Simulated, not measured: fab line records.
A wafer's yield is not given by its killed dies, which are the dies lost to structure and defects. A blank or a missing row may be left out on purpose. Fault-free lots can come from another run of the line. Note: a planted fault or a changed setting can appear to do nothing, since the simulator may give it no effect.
Chamber matching | flow n5 finfet | 4 sister chambers for N5_BEOL_M3_ALD_98 on ald sin-03
The step deposits SiO2, target thk 2.5 nm, pulse time 1 s, co reactant pulse time 1 s. 4 wafers are shown with their chamber, then 12 later ones without.

== WAFERS PAIRED WITH THEIR CHAMBERS ==
wafer  | chamber | heater power w (W)
L086.1 | 2       | 77
L089.1 | 1       | 78
L089.3 | 3       | 67
L089.5 | 0       | 73

== WAFERS MISSING THEIR CHAMBER ==
wafer  | heater power w (W)
L094.1 | 75
L094.2 | 79
L094.3 | 68
L094.4 | 71
L094.5 | 79
L094.6 | 70
L096.3 | 82
L096.5 | 75
L096.6 | 68
L097.1 | 71
L097.3 | 77
L097.5 | 76

== EACH ONE'S CHAMBER ==
wafer  | from the rows above          | in truth
L094.1 | can't be placed: 0 or 2 or 1 | 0
L094.2 | can't be placed: 1 or 2      | 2
L094.3 | 3                            | 3
L094.4 | can't be placed: 0 or 3      | 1
L094.5 | can't be placed: 1 or 2      | 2
L094.6 | can't be placed: 0 or 3      | 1
L096.3 | can't be placed: 1 or 2      | 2
L096.5 | can't be placed: 0 or 2 or 1 | 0
L096.6 | 3                            | 3
L097.1 | can't be placed: 0 or 3      | 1
L097.3 | can't be placed: 2 or 1      | 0
L097.5 | can't be placed: 2 or 1 or 0 | 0
Correctly placed: 2 of 12. Cannot be placed on the basis of these rows: 10; the candidates contain the true chamber in 6. Placed wrongly: 0.
How it was worked out, from the rows above alone: a wafer's distance from a chamber is the root of the sum, over the readings, of the square of ((its reading less the chamber's mean) divided by the reading's scatter). The wafer belongs to the nearest chamber; if the next one is less than 2 further off, it can't be placed. A chamber's mean is the mean of its shown wafers. The scatter: root of mean squared gap, hidden wafer to nearest shown wafer, with one shown wafer a chamber.
